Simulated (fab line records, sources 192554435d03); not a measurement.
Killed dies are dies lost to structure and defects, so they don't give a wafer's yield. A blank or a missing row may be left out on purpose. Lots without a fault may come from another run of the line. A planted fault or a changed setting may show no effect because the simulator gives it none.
Chamber matching | flow n5_finfet | N5_BEOL_M11_VIA_ETCH_34 on rie_diel-03: 4 sister chambers
The step etches SiCOH lowk in C4F6/O2, target depth 184.5 nm, time 69.2 s. 14 wafers are shown with their chamber, then 7 later ones without.

WAFERS WITH THEIR CHAMBER
wafer  | chamber | drypump_motor_current_A (A) | showerhead_plenum_p_Torr (Torr) | rf_vpp_V (V)
L074.4 | 3       | 5.4                         | 2.80                            | 654
L074.5 | 1       | 4.9                         | 2.98                            | 670
L074.6 | 2       | 6.6                         | 2.94                            | 669
L076.1 | 0       | 5.6                         | 2.79                            | 648
L076.3 | 3       | 5.5                         | 2.80                            | 652
L076.4 | 1       | 4.9                         | 2.98                            | 668
L079.2 | 2       | 6.6                         | 2.93                            | 667
L079.3 | 0       | 5.7                         | 2.79                            | 649
L079.5 | 3       | 5.5                         | 2.79                            | 652
L082.1 | 1       | 4.9                         | 2.97                            | 669
L082.4 | 3       | 5.4                         | 2.79                            | 652
L082.6 | 3       | 5.4                         | 2.79                            | 652
L087.3 | 3       | 5.5                         | 2.79                            | 651
L087.4 | 1       | 4.9                         | 2.97                            | 670

SIGNATURES (means of the wafers above)
reading                  | chamber 0 | chamber 1 | chamber 2 | chamber 3 | scatter within a chamber
drypump_motor_current_A  | 5.650     | 4.900     | 6.600     | 5.450     | 0.0447
showerhead_plenum_p_Torr | 2.7900    | 2.9750    | 2.9350    | 2.7933    | 0.00532
rf_vpp_V                 | 648.50    | 669.25    | 668.00    | 652.17    | 1
Rule: a wafer's distance from a chamber is the root of the sum, over the readings, of the square of ((its reading less the chamber's mean) divided by the reading's scatter). The wafer belongs to the nearest chamber; if the next one is less than 2 further off, it can't be placed. The scatter: the root of (the sum of the squares of (reading less its chamber's mean) over the shown wafers, divided by (wafers less chambers)).

WAFERS WITHOUT THEIR CHAMBER
wafer  | drypump_motor_current_A (A) | showerhead_plenum_p_Torr (Torr) | rf_vpp_V (V)
L087.6 | 5.6                         | 2.78                            | 649
L089.4 | 5.4                         | 2.79                            | 650
L089.5 | 4.9                         | 2.97                            | 670
L089.6 | 5.7                         | 2.78                            | 648
L092.1 | 5.5                         | 2.78                            | 650
L092.3 | 6.6                         | 2.92                            | 669
L092.6 | 5.6                         | 2.78                            | 648

WHICH CHAMBER EACH WENT THROUGH
wafer  | from the rows above     | in truth
L087.6 | 0                       | 0
L089.4 | 3                       | 3
L089.5 | 1                       | 1
L089.6 | 0                       | 0
L092.1 | can't be placed: 3 or 0 | 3
L092.3 | 2                       | 2
L092.6 | 0                       | 0
Placed correctly: 6 of 7. Can't be placed from these rows: 1 (the true chamber is among the candidates in 1). Placed wrongly: 0.
